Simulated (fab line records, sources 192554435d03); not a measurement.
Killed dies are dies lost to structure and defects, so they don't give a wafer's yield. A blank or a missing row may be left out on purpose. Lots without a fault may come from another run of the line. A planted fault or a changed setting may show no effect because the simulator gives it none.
Chamber matching | flow n5_finfet | N5_BEOL_M6_DEP_56 on pecvd-04: 3 sister chambers
The step deposits SiCN from 3MS/NH3, target thk 10 nm, time 17.5 s. 6 wafers are shown with their chamber, then 11 later ones without.

WAFERS WITH THEIR CHAMBER
wafer  | chamber | throttle_valve_pct (%) | showerhead_plenum_p_Torr (Torr)
L083.4 | 0       | 9.1                    | 3.653
L086.4 | 1       | 9.4                    | 3.623
L088.4 | 0       | 8.9                    | 3.654
L088.5 | 2       | 10.0                   | 3.652
L088.6 | 1       | 9.4                    | 3.625
L092.2 | 2       | 10.3                   | 3.659

WAFERS WITHOUT THEIR CHAMBER
wafer  | throttle_valve_pct (%) | showerhead_plenum_p_Torr (Torr)
L092.4 | 9.2                    | 3.626
L092.5 | 10.1                   | 3.651
L093.2 | 9.0                    | 3.667
L093.3 | 10.1                   | 3.654
L093.6 | 9.6                    | 3.638
L095.2 | 9.1                    | 3.654
L095.4 | 9.4                    | 3.625
L095.5 | 10.2                   | 3.658
L097.3 | 8.9                    | 3.645
L097.4 | 10.0                   | 3.655
L097.6 | 9.5                    | 3.634

WHICH CHAMBER EACH WENT THROUGH
wafer  | from the rows above     | in truth
L092.4 | 1                       | 1
L092.5 | 2                       | 2
L093.2 | 0                       | 0
L093.3 | 2                       | 2
L093.6 | can't be placed: 1 or 0 | 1
L095.2 | 0                       | 0
L095.4 | 1                       | 1
L095.5 | 2                       | 2
L097.3 | 0                       | 0
L097.4 | 2                       | 2
L097.6 | 1                       | 1
Placed correctly: 10 of 11. Can't be placed from these rows: 1 (the true chamber is among the candidates in 1). Placed wrongly: 0.
How it was worked out, from the rows above alone: a wafer's distance from a chamber is the root of the sum, over the readings, of the square of ((its reading less the chamber's mean) divided by the reading's scatter). The wafer belongs to the nearest chamber; if the next one is less than 2 further off, it can't be placed. A chamber's mean is the mean of its shown wafers. The scatter: the root of (the sum of the squares of (reading less its chamber's mean) over the shown wafers, divided by (wafers less chambers)).
